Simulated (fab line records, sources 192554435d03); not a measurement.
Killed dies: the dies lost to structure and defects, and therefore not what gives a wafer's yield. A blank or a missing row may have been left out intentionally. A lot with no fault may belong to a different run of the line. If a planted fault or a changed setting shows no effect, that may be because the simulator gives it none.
Chamber matching + flow n5 finfet + N5_BEOL_M6_DESCUM_16 on rie diel-06 has 4 sister chambers
The step chemistry O2, time 7.9 s. 8 wafers are shown with their chamber, then 7 later ones without.

## WAFERS, EACH WITH ITS CHAMBER
| wafer  | chamber | throttle valve pct (%) | drypump motor current A (A) |
|--------|---------|------------------------|-----------------------------|
| L085.2 | 3       | 20.53                  | 5.6                         |
| L085.3 | 0       | 20.57                  | 6.5                         |
| L085.4 | 1       | 19.92                  | 5.5                         |
| L086.1 | 2       | 20.33                  | 5.4                         |
| L086.5 | 1       | 19.93                  | 5.5                         |
| L086.6 | 2       | 20.34                  | 5.4                         |
| L093.1 | 3       | 20.54                  | 5.5                         |
| L093.2 | 0       | 20.57                  | 6.5                         |

## WAFERS MISSING THEIR CHAMBER
| wafer  | throttle valve pct (%) | drypump motor current A (A) |
|--------|------------------------|-----------------------------|
| L093.4 | 19.94                  | 5.5                         |
| L094.1 | 19.97                  | 5.5                         |
| L094.5 | 20.57                  | 5.5                         |
| L094.6 | 20.61                  | 6.5                         |
| L096.1 | 20.56                  | 5.5                         |
| L096.2 | 20.37                  | 5.3                         |
| L096.4 | 19.96                  | 5.4                         |

## THE CHAMBER EACH PASSED THROUGH
| wafer  | from the rows above | in truth |
|--------|---------------------|----------|
| L093.4 | 1                   | 1        |
| L094.1 | 1                   | 1        |
| L094.5 | 3                   | 3        |
| L094.6 | 0                   | 0        |
| L096.1 | 3                   | 3        |
| L096.2 | 2                   | 2        |
| L096.4 | 1                   | 1        |
Correct placement for 7 of the 7. Not placeable from these rows: 0. 0 placed wrongly.
How it was worked out, from the rows above alone: a wafer's distance from a chamber is the root of the sum, over the readings, of the square of ((its reading less the chamber's mean) divided by the reading's scatter). The wafer belongs to the nearest chamber; if the next one is less than 2 further off, it can't be placed. Each chamber's mean is taken over the wafers shown for it. The scatter is the square root of a quotient: the sum, over the shown wafers, of each reading's squared deviation from its chamber's mean, divided by wafers minus chambers.
